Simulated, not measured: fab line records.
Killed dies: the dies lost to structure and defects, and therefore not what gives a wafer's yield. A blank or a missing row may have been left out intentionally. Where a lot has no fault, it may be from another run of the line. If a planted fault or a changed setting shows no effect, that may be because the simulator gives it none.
fab line records	flow nandHarc
record lots=6	wafers=18	lastDay=24
route steps=1159 shown A_WL_FILL@813 END@1159
lots with no fault: from the same line, run without faults
startH: the number of hours between the record's first day and the start of the first shown wafer of the lot	waitH: how many hours have passed since the lot's step before this one	" repeats the value in the row above	L1.1+2: several wafers, shown together as one row	- either no value or no given start	* or withheld: withheld	< > ~ a bound
route shown NAME@n: a module of which the file shows steps, and the number in the route of the first	usual: mean/standard deviation taken from wafers without a fault	same: alike in all rows	chamber/n: place in a boat	sites: the reading at each site	_std_site: the standard deviation of these	_edge_site: mean of outer sites minus mean of inner sites	radiusMm: how far each site lies from the wafer's centre	mask NAME#n: copy n	behind: the last tool/chamber to shape the wafer	hold: what put the lot on hold/how long, in hours/how the hold closed	device: the n, p or np transistor that did not switch	end of line: the route-end tests of the same wafers	for a step that has no rows: nothing shown but its recipe	killed: dies that structure and defects cost at the first sort, which is not the same as the wafer's yield	map: a wafer's dies, marking killed ones x, the rest . and places with no die _
set.NAME: the run value of the setting; set.NAME@STEP: its run value at that earlier step	model.NAME: the simulator's own value behind a step, which no gauge read
certain route steps with their lots: each step a table, each wafer a row
services: the hour from which a tool's chamber was out of use, counted from the record's first day as startH (under 0 if before that day), plus the number of hours and why
## steps
# step NHARC_A_WL_FILL_CVD_03
# recipe targetThkA=400	tempC=300	pressureTorr=40	wf6FlowSccm=40	h2FlowSccm=1600	arFlowSccm=1560	timeS=3302	material=W
# usual heaterPowerW=442/48	mfcWf6Sccm=40.00/0.12	throttleValvePct=7.99/0.24
lot.wafer	tool	chamber	startH	waitH	heaterPowerW	mfcWf6Sccm	throttleValvePct
L616.2	cvdW-01	0	346.23	0.7	426	39.83	7.89
L616.1	"	1	"	"	456	40.08	7.84
L616.6	"	1	348.57	3.0	455	40.21	7.72
L622.1	cvdW-01	1	381.60	0.4	471	39.88	7.83
L622.2	"	0	"	"	437	40.19	8.16
L622.5	"	1	383.46	2.3	450	39.72	7.79
L621.2	cvdW-02	1	390.29	6.1	375	40.05	8.13
L621.1	"	0	"	"	484	40.14	7.91
L621.5	"	0	392.67	8.5	486	40.04	7.83
L624.2	cvdW-01	0	397.66	3.1	429	39.99	8.16
L624.5	"	1	399.08	4.5	457	39.85	7.87
L624.6	"	0	"	"	426	39.90	8.04
L631.3	cvdW-01	1	435.79	6.8	462	39.97	7.82
L631.5	"	0	"	"	425	40.04	8.02
L631.6	"	1	"	"	448	40.15	8.00
L634.1	cvdW-02	1	463.98	6.8	381	39.89	7.93
L634.3	"	1	"	"	374	40.04	8.11
L634.6	"	1	"	"	372	39.78	8.40
# step NHARC_A_WL_FILL_ETCHBACK_04
# recipe targetDepthA=600	timeS=120	chemistry=NF3
# step NHARC_A_WL_FILL_ETCHBACK_05
# recipe targetDepthA=220	timeS=60	tempC=40	chemistry=Cl2/BCl3
# usual drypumpMotorCurrentA=5.5/0.36	oesProductAu=0.998/0.0073
lot.wafer	tool	chamber	startH	waitH	drypumpMotorCurrentA	oesProductAu	rfHoursCounterH
L616.2	rieMetal-02	0	349.76	0.2	6.1	0.991	4.7
L616.1	"	1	"	"	5.4	0.998	3.2
L616.6	"	1	"	"	5.4	0.995	-
L622.2	rieMetal-02	1	385.11	0.2	5.4	0.997	4.5
L622.1	"	0	"	"	6.1	0.993	6.0
L622.5	"	0	"	"	6.1	0.988	-
L621.1	rieMetal-03	1	394.08	0.4	5.3	1.001	3.8
L621.2	"	1	"	"	5.2	0.999	-
L621.5	"	1	"	"	5.2	0.993	-
L624.2	rieMetal-02	0	400.80	0.2	6.1	1.004	0.4
L624.6	"	1	"	"	5.4	1.001	-
L624.5	"	0	"	"	6.1	0.991	-
L631.3	rieMetal-02	0	437.94	0.2	6.1	0.983	-
L631.5	"	0	"	"	6.1	0.988	-
L631.6	"	1	"	"	5.4	1.003	-
L634.1	rieMetal-03	0	467.52	0.2	5.4	1.004	0.4
L634.3	"	0	"	"	5.4	1.004	-
L634.6	"	1	"	"	5.3	1.011	-
# step NHARC_A_WL_FILL_STRIP_27
# recipe powerW=1500	tempC=250	timeS=20	chemistry=N2/H2
# usual drypumpMotorCurrentA=5.9/0.42	heaterPowerW=320/9.8
lot.wafer	tool	chamber	startH	waitH	drypumpMotorCurrentA	heaterPowerW	rfHoursCounterH
L616.2	plasmaAsher-01	0	349.91	0.1	5.4	328	21
L616.1	"	1	"	"	6.3	314	21
L616.6	"	0	"	"	5.4	338	-
L622.2	plasmaAsher-01	0	385.26	0.1	5.4	324	39
L622.1	"	1	"	"	6.3	321	39
L622.5	"	1	"	"	6.3	322	-
L621.2	plasmaAsher-02	1	394.28	0.2	5.7	304	8
L621.1	"	0	"	"	6.4	321	8
L621.5	"	0	"	"	6.4	325	-
L624.2	plasmaAsher-02	0	401.13	0.3	6.4	318	11
L624.6	"	1	"	"	5.7	308	-
L624.5	"	0	"	"	6.4	329	-
L631.3	plasmaAsher-01	0	438.12	0.2	5.5	331	-
L631.5	"	1	"	"	6.3	325	-
L631.6	"	0	"	"	5.4	330	-
L634.1	plasmaAsher-01	0	467.99	0.5	5.4	323	2
L634.3	"	0	"	"	5.4	338	-
L634.6	"	0	"	"	5.4	322	-
# step NHARC_A_WL_FILL_STRIP_28
# recipe timeS=1200	tempC=72.5	chemistry=postEtchResidueRemover
# step NHARC_A_WL_FILL_PRECLEAN_06
# recipe timeS=300	chemistry=DIW
# step NHARC_A_WL_FILL_SRD_07
# step NHARC_A_WL_FILL_ANNEAL_08
# recipe tempC=450	timeS=1800
# step NHARC_A_WL_FILL_ALD_10
# recipe targetThkA=500	pulseTimeS=10	aldCycles=500	tempC=300	material=SiO2
# usual heaterPowerW=453/38	precursorPulseHeightRel=1.001/0.022
lot.wafer	tool	chamber	startH	waitH	heaterPowerW	precursorPulseHeightRel
L616.2	aldHk-04	2	356.10	1.7	513	0.995
L616.1	"	0	358.15	3.8	473	0.973
L616.6	"	1	359.17	4.8	472	1.022
L622.1	aldHk-01	1	391.79	1.4	457	0.968
L622.2	"	2	"	"	377	0.992
L622.5	"	0	393.34	2.9	429	1.020
L621.2	aldHk-01	1	401.77	0.6	464	0.956
L621.1	"	2	"	"	376	0.978
L621.5	"	1	403.85	2.7	473	1.047
L624.2	aldHk-01	2	406.22	0.1	385	1.016
L624.6	"	2	408.29	2.1	377	1.025
L624.5	"	3	"	"	388	1.023
L631.3	aldHk-02	2	441.16	0.7	421	1.021
L631.5	"	2	443.26	2.8	440	1.021
L631.6	"	3	"	"	420	0.969
L634.1	aldHk-04	3	473.24	0.1	485	0.977
L634.3	"	1	474.28	1.1	481	0.956
L634.6	"	3	475.33	2.1	481	0.999
# step NHARC_A_WL_FILL_ETCHBACK_16
# recipe targetDepthA=880	timeS=17.6	c4f8FlowSccm=withheld	o2FlowSccm=8	arFlowSccm=withheld	rfW=600	biasW=800	chemistry=C4F8/O2/Ar
# step NHARC_A_WL_FILL_STRIP_29
# recipe timeS=20	o2FlowSccm=500	arFlowSccm=0	biasW=0	chemistry=O2
# usual drypumpMotorCurrentA=5.6/0.34	o2FlowSccm=499.9/1.6	oesProductAu=1.002/0.0085	rfVppV=58.0/0.84	showerheadPlenumPTorr=3.60/0.11	throttleValvePct=17.037/0.0083
lot.wafer	tool	chamber	startH	waitH	drypumpMotorCurrentA	o2FlowSccm	oesProductAu	rfHoursCounterH	rfVppV	showerheadPlenumPTorr	throttleValvePct
L616.2	rieDiel-12	1	362.87	0.1	5.6	500.8	0.997	8.7	56.5	3.40	17.030
L616.1	"	2	"	"	5.9	497.8	1.005	8.5	58.4	3.78	17.039
L616.6	"	1	"	"	5.6	498.4	1.006	-	57.1	3.40	17.046
L622.1	rieDiel-12	1	396.02	0.1	5.6	498.7	1.001	0.1	56.5	3.40	17.048
L622.2	"	2	"	"	5.9	498.0	1.012	0.1	56.6	3.78	17.038
L622.5	"	1	"	"	5.6	499.4	0.999	-	57.7	3.40	17.032
L621.1	rieDiel-08	2	406.03	0.1	5.2	498.5	1.001	3.1	57.9	3.55	17.043
L621.2	"	0	"	"	5.2	498.9	0.994	2.9	57.2	3.71	17.013
L621.5	"	1	"	"	5.2	501.0	1.010	-	57.7	3.61	17.026
L624.2	rieDiel-03	2	411.01	0.1	5.8	501.6	1.004	0.7	59.2	3.74	17.029
L624.6	"	1	"	"	5.5	499.3	1.003	-	58.4	3.70	17.035
L624.5	"	2	"	"	5.7	499.3	1.006	-	57.6	3.74	17.045
L631.3	rieDiel-08	3	445.95	0.1	6.1	498.8	0.992	4.1	57.1	3.62	17.027
L631.5	"	1	"	"	5.1	499.4	1.001	-	57.5	3.61	17.042
L631.6	"	2	"	"	5.3	500.9	1.006	-	58.2	3.55	17.042
L634.1	rieDiel-08	3	478.04	0.1	6.1	498.3	0.995	5.0	57.2	3.62	17.042
L634.3	"	1	"	"	5.1	499.5	1.010	5.0	58.6	3.61	17.034
L634.6	"	2	"	"	5.3	500.4	1.005	-	58.3	3.55	17.050
# step NHARC_A_WL_FILL_ETCHBACK_17
# recipe targetDepthA=40	timeS=26.7	chemistry=Cl2/BCl3
# usual drypumpMotorCurrentA=5.3/0.31	oesProductAu=0.998/0.0072
lot.wafer	tool	chamber	startH	waitH	drypumpMotorCurrentA	oesProductAu	rfHoursCounterH
L616.1	rieMetal-02	1	362.96	-	5.4	1.006	3.7
L616.2	"	0	"	"	6.1	0.990	5.2
L616.6	"	0	"	"	6.1	1.002	-
L622.1	rieMetal-01	1	396.11	-	5.3	1.000	2.1
L622.2	"	1	"	"	5.3	1.000	-
L622.5	"	1	"	"	5.3	1.001	-
L621.2	rieMetal-01	1	406.11	-	5.3	1.400	2.3
L621.1	"	0	"	"	5.0	1.392	2.2
L621.5	"	0	"	"	5.0	1.006	-
L624.2	rieMetal-01	1	411.11	-	5.3	1.384	2.6
L624.5	"	0	"	"	5.0	0.992	-
L624.6	"	1	"	"	5.3	1.388	-
L631.3	rieMetal-03	1	446.09	-	5.3	0.994	-
L631.6	"	0	"	"	5.4	0.997	-
L631.5	"	1	"	"	5.2	1.003	-
L634.1	rieMetal-02	0	478.14	-	6.1	0.999	3.1
L634.3	"	1	"	"	5.4	1.009	-
L634.6	"	1	"	"	5.4	1.014	-
# step NHARC_A_WL_FILL_PRECLEAN_18
# recipe timeS=30	chemistry=dHF
# step NHARC_END_SORT_01
# recipe tempC=25
# usual killedAtArray=28/11	killedAtOther=0.8/1.3	killedAtPeriphery=3.6/2.5	killedDies=32/11	killedOpen=3.0/1.8	killedShort=2.0/1.5
# same grossDies=677
lot.wafer	tool	chamber	startH	waitH	killedAtArray	killedAtOther	killedAtPeriphery	killedDies	killedOpen	killedShort
L616.1	prober-02	0	485.12	2.5	8	0	4	12	4	1
L616.2	prober-02	0	485.91	2.8	20	0	2	22	1	1
L616.6	prober-02	0	489.10	4.0	12	0	5	17	2	1
L621.1	prober-01	0	500.85	2.5	19	0	8	27	1	0
L621.2	prober-01	0	501.66	2.8	25	1	4	30	3	1
L621.5	prober-01	0	504.08	3.7	22	1	8	31	3	0
L631.3	prober-02	0	541.60	3.1	27	6	10	43	3	2
L631.5	prober-02	0	543.17	3.6	25	2	9	36	4	2
L631.6	prober-02	0	543.96	3.9	20	1	8	29	6	0
# killed by level:class
L616.1 A_CHANNEL_HOLE_D1:chamberFilmFlake=3 P_GATE:geometricParticle:open=2 P_STI:chamberFilmFlake=2 A_SOURCE_PLATE:geometricParticle:open=1 A_ONON_D1:geometricParticle:short=1 A_WL_FILL:geometricParticle:open=1 A_STAIRCASE:chamberFilmFlake=1 A_SLIT:chamberFilmFlake=1
L616.2 A_STAIRCASE:chamberFilmFlake=8 A_CHANNEL_HOLE_D1:chamberFilmFlake=5 A_CONTACT:chamberFilmFlake=3 P_GATE:geometricParticle:short=1 A_CONTACT:geometricParticle:open=1 P_ZERO_WELL:chamberFilmFlake=1 A_ZERO_WELL:chamberFilmFlake=1 A_CHANNEL_FILL_D1:chamberFilmFlake=1
L616.6 A_CONTACT:chamberFilmFlake=4 A_STAIRCASE:chamberFilmFlake=3 P_STI:chamberFilmFlake=2 A_CHANNEL_HOLE_D1:chamberFilmFlake=2 A_ONON_D1:geometricParticle:open=1 A_SGD_CUT:geometricParticle:short=1 A_CONTACT:geometricParticle:open=1 P_ZERO_WELL:chamberFilmFlake=1
L621.1 A_SLIT:chamberFilmFlake=13 P_M0:chamberFilmFlake=5 A_CHANNEL_HOLE_D1:chamberFilmFlake=4 P_STI:chamberFilmFlake=2 A_ONON_D1:geometricParticle:open=1 P_GATE:chamberFilmFlake=1 A_STAIRCASE:chamberFilmFlake=1
L621.2 A_SLIT:chamberFilmFlake=13 P_M0:chamberFilmFlake=4 A_CHANNEL_HOLE_D1:chamberFilmFlake=2 A_STAIRCASE:chamberFilmFlake=2 A_M0:chamberFilmFlake=2 A_ONON_D1:geometricParticle:short=1 A_CHANNEL_FILL_D1:geometricParticle:open=1 A_SGD_CUT:geometricParticle:open=1
L621.5 A_SLIT:chamberFilmFlake=14 P_M0:chamberFilmFlake=4 A_STAIRCASE:chamberFilmFlake=4 A_CHANNEL_HOLE_D1:chamberFilmFlake=3 P_GATE:geometricParticle:open=1 P_M1:geometricParticle:open=1 A_WL_FILL:geometricParticle:open=1 P_ZERO_WELL:chamberFilmFlake=1
L631.3 A_CHANNEL_HOLE_D1:chamberFilmFlake=7 A_CONTACT:chamberFilmFlake=7 THIN_TSV:chamberFilmFlake=6 P_M2:chamberFilmFlake=4 A_STAIRCASE:chamberFilmFlake=3 A_WL_FILL:chamberFilmFlake=3 P_ZERO_WELL:chamberFilmFlake=2 A_CHANNEL_FILL_D1:chamberFilmFlake=2
L631.5 A_CHANNEL_HOLE_D1:chamberFilmFlake=9 A_STAIRCASE:chamberFilmFlake=5 A_CONTACT:chamberFilmFlake=4 P_ZERO_WELL:chamberFilmFlake=3 P_STI:chamberFilmFlake=2 P_M1:chamberFilmFlake=2 THIN_TSV:chamberFilmFlake=2 P_CONTACT:geometricParticle:open=1
L631.6 A_CHANNEL_HOLE_D1:chamberFilmFlake=8 A_M0:geometricParticle:open=3 P_M2:chamberFilmFlake=3 A_STAIRCASE:chamberFilmFlake=3 A_CHANNEL_FILL_D1:geometricParticle:open=2 P_ZERO_WELL:chamberFilmFlake=2 P_GATE:chamberFilmFlake=2 A_CONTACT:chamberFilmFlake=2
## services
tool	chamber	startH	hours	kind
rieMetal-01	-	332.00	9.0	pm
rieMetal-01	-	347.67	0.3	repair
plasmaAsher-02	-	349.83	0.3	repair
plasmaAsher-02	-	360.63	9.0	pm
aldHk-04	-	364.00	10.0	pm
rieDiel-03	2	364.58	3.6	repair
rieDiel-12	1	371.22	2.4	repair
rieMetal-03	0	374.05	27.6	repair
cvdW-02	-	376.55	13.0	pm
rieDiel-12	-	379.40	9.0	pm
rieDiel-08	-	386.14	0.4	repair
rieMetal-02	-	388.03	9.0	pm
rieMetal-02	0	388.03	9.0	ventCycle
rieMetal-02	1	388.03	9.0	ventCycle
rieMetal-01	0	389.93	6.3	repair
rieDiel-03	-	392.30	9.0	pm
rieMetal-02	0	397.03	-	clean
rieMetal-02	1	397.03	-	clean
plasmaAsher-01	-	453.04	9.0	pm
plasmaAsher-01	0	453.04	9.0	ventCycle
rieMetal-03	-	453.21	9.0	pm
rieDiel-08	0	457.76	21.6	repair
aldHk-02	-	465.42	10.0	pm
cvdW-01	-	477.80	13.0	pm
## key
firstSign step=NHARC_A_WL_FILL_ETCHBACK_17	reading=oesProductAu	direction=up	sigmas=55	usual=0.998	struck=1.391
effect none on later readings
metAt NHARC_A_WL_FILL_ETCHBACK_17
struckWafers L621.1,L621.2,L624.2,L624.6
testerLeftOut L621,L624
onsetBetween 396.11 406.11
fault kind=processParameterDrift	tool=rieMetal-01	chamber=-	onsetH=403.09	steps=NHARC_A_WL_FILL_ETCHBACK_17	channel=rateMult	offset=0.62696	shape=step	endH=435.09	scope=struckWafersOnly
# testerLeftOut: of these lots the tester's yield and bins aren't shown, on N5 and GAA mostly nor the transistor test; their killed dies are dies lost to structure and defects alone, not to doping, threshold or leakage, so they don't give the yield
